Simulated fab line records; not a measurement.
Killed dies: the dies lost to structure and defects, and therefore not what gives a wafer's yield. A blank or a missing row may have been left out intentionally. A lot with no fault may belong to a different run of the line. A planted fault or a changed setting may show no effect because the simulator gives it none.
Chamber matching || flow nand harc || NHARC_P_ZERO_WELL_ETCH_63 on rie si-02 has 4 sister chambers
The step etches the open film in HBr/Cl2, target depth 120 nm, time 40.1 s. 18 wafers are shown with their chamber, then 9 later ones without.

EACH WAFER AND ITS CHAMBER
{"wafer": "L076.2", "chamber": 3, "drypump motor current A (A)": 6.8, "oes product au (a.u.)": 1.009, "throttle valve pct (%)": 26.406}
{"wafer": "L076.4", "chamber": 2, "drypump motor current A (A)": 6.0, "oes product au (a.u.)": 1.002, "throttle valve pct (%)": 26.400}
{"wafer": "L076.5", "chamber": 1, "drypump motor current A (A)": 6.0, "oes product au (a.u.)": 1.005, "throttle valve pct (%)": 26.417}
{"wafer": "L077.1", "chamber": 3, "drypump motor current A (A)": 6.8, "oes product au (a.u.)": 1.007, "throttle valve pct (%)": 26.405}
{"wafer": "L077.5", "chamber": 1, "drypump motor current A (A)": 6.0, "oes product au (a.u.)": 0.997, "throttle valve pct (%)": 26.395}
{"wafer": "L077.6", "chamber": 2, "drypump motor current A (A)": 6.0, "oes product au (a.u.)": 1.001, "throttle valve pct (%)": 26.402}
{"wafer": "L086.1", "chamber": 2, "drypump motor current A (A)": 6.0, "oes product au (a.u.)": 0.991, "throttle valve pct (%)": 26.417}
{"wafer": "L086.3", "chamber": 1, "drypump motor current A (A)": 6.0, "oes product au (a.u.)": 0.992, "throttle valve pct (%)": 26.418}
{"wafer": "L086.4", "chamber": 0, "drypump motor current A (A)": 5.6, "oes product au (a.u.)": 0.995, "throttle valve pct (%)": 26.401}
{"wafer": "L087.1", "chamber": 1, "drypump motor current A (A)": 5.9, "oes product au (a.u.)": 0.998, "throttle valve pct (%)": 26.401}
{"wafer": "L087.2", "chamber": 3, "drypump motor current A (A)": 6.8, "oes product au (a.u.)": 0.996, "throttle valve pct (%)": 26.411}
{"wafer": "L087.5", "chamber": 1, "drypump motor current A (A)": 5.9, "oes product au (a.u.)": 1.001, "throttle valve pct (%)": 26.399}
{"wafer": "L089.4", "chamber": 0, "drypump motor current A (A)": 5.6, "oes product au (a.u.)": 0.990, "throttle valve pct (%)": 26.403}
{"wafer": "L089.5", "chamber": 2, "drypump motor current A (A)": 6.0, "oes product au (a.u.)": 0.987, "throttle valve pct (%)": 26.411}
{"wafer": "L089.6", "chamber": 3, "drypump motor current A (A)": 6.8, "oes product au (a.u.)": 0.992, "throttle valve pct (%)": 26.423}
{"wafer": "L092.1", "chamber": 1, "drypump motor current A (A)": 6.0, "oes product au (a.u.)": 1.017, "throttle valve pct (%)": 26.401}
{"wafer": "L092.5", "chamber": 0, "drypump motor current A (A)": 5.6, "oes product au (a.u.)": 0.997, "throttle valve pct (%)": 26.392}
{"wafer": "L092.6", "chamber": 3, "drypump motor current A (A)": 6.8, "oes product au (a.u.)": 1.015, "throttle valve pct (%)": 26.407}

SIGNATURES, as means of the wafers listed above
{"reading": "drypump motor current A", "chamber 0": 5.600, "chamber 1": 5.967, "chamber 2": 6.000, "chamber 3": 6.800, "scatter within a chamber": 0.0309}
{"reading": "oes product au", "chamber 0": 0.99400, "chamber 1": 1.00167, "chamber 2": 0.99525, "chamber 3": 1.00380, "scatter within a chamber": 0.00815}
{"reading": "throttle valve pct", "chamber 0": 26.39867, "chamber 1": 26.40517, "chamber 2": 26.40750, "chamber 3": 26.41040, "scatter within a chamber": 0.00827}
Rule: a wafer lies at a distance from a chamber equal to the root of the sum of squares, over the readings, of (its reading less the chamber's mean, divided by the reading's scatter). The wafer belongs to the nearest chamber; if the next one is less than 2 further off, it can't be placed. The scatter: take each reading less its chamber's mean, square it, sum over the shown wafers, divide by the number of wafers less the number of chambers, and take the root.

WAFERS WITHOUT THEIR CHAMBER
{"wafer": "L093.1", "drypump motor current A (A)": 6.8, "oes product au (a.u.)": 1.006, "throttle valve pct (%)": 26.404}
{"wafer": "L093.2", "drypump motor current A (A)": 5.6, "oes product au (a.u.)": 1.005, "throttle valve pct (%)": 26.393}
{"wafer": "L093.5", "drypump motor current A (A)": 6.0, "oes product au (a.u.)": 1.000, "throttle valve pct (%)": 26.401}
{"wafer": "L094.1", "drypump motor current A (A)": 5.6, "oes product au (a.u.)": 0.995, "throttle valve pct (%)": 26.404}
{"wafer": "L094.2", "drypump motor current A (A)": 6.0, "oes product au (a.u.)": 1.004, "throttle valve pct (%)": 26.411}
{"wafer": "L094.3", "drypump motor current A (A)": 6.0, "oes product au (a.u.)": 1.007, "throttle valve pct (%)": 26.406}
{"wafer": "L097.2", "drypump motor current A (A)": 6.8, "oes product au (a.u.)": 1.017, "throttle valve pct (%)": 26.408}
{"wafer": "L097.3", "drypump motor current A (A)": 5.6, "oes product au (a.u.)": 0.995, "throttle valve pct (%)": 26.387}
{"wafer": "L097.6", "drypump motor current A (A)": 6.8, "oes product au (a.u.)": 1.005, "throttle valve pct (%)": 26.402}

WHICH CHAMBER EACH WENT THROUGH
{"wafer": "L093.1", "from the rows above": 3, "in truth": 3}
{"wafer": "L093.2", "from the rows above": 0, "in truth": 0}
{"wafer": "L093.5", "from the rows above": "can't be placed: 2 or 1", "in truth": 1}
{"wafer": "L094.1", "from the rows above": 0, "in truth": 0}
{"wafer": "L094.2", "from the rows above": "can't be placed: 2 or 1", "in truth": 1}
{"wafer": "L094.3", "from the rows above": "can't be placed: 1 or 2", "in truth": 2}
{"wafer": "L097.2", "from the rows above": 3, "in truth": 3}
{"wafer": "L097.3", "from the rows above": 0, "in truth": 0}
{"wafer": "L097.6", "from the rows above": 3, "in truth": 3}
Correctly placed: 6 of 9. Can't be placed from these rows: 3 (the true chamber is among the candidates in 3). Placed wrongly: 0.
